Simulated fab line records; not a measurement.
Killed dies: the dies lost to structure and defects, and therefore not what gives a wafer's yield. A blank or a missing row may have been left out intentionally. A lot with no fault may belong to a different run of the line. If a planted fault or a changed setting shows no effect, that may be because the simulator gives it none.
Chamber matching | flow n5_finfet | rie_diel-06 running N5_BEOL_M9_STRIP_36: 4 sister chambers
The step strips in N2/H2. 4 wafers are shown with their chamber, then 8 later ones without.

## WAFERS, EACH WITH ITS CHAMBER
wafer  | chamber | showerhead_plenum_p_Torr (Torr)
L081.2 | 1       | 2.62
L088.1 | 0       | 2.50
L088.5 | 2       | 2.51
L091.2 | 3       | 2.49

## WAFERS MISSING THEIR CHAMBER
wafer  | showerhead_plenum_p_Torr (Torr)
L091.3 | 2.51
L091.4 | 2.51
L093.3 | 2.49
L093.5 | 2.61
L093.6 | 2.50
L094.1 | 2.51
L094.4 | 2.50
L094.5 | 2.50

## EACH ONE'S CHAMBER
wafer  | from the rows above | in truth
L091.3 | 2                   | 2
L091.4 | 2                   | 2
L093.3 | 3                   | 3
L093.5 | 1                   | 1
L093.6 | 0                   | 0
L094.1 | 2                   | 2
L094.4 | 0                   | 0
L094.5 | 0                   | 0
Placed correctly: 8 of 8. Number that these rows cannot place: 0. 0 placed wrongly.
How it was worked out, from the rows above alone: a wafer's distance from a chamber is the root of the sum, over the readings, of the square of ((its reading less the chamber's mean) divided by the reading's scatter). The wafer belongs to the nearest chamber; if the next one is less than 2 further off, it can't be placed. The mean given for a chamber averages the wafers shown for that chamber. The scatter: with one shown wafer a chamber, the root of the mean of the squares of how far each hidden wafer lies from its nearest shown one.
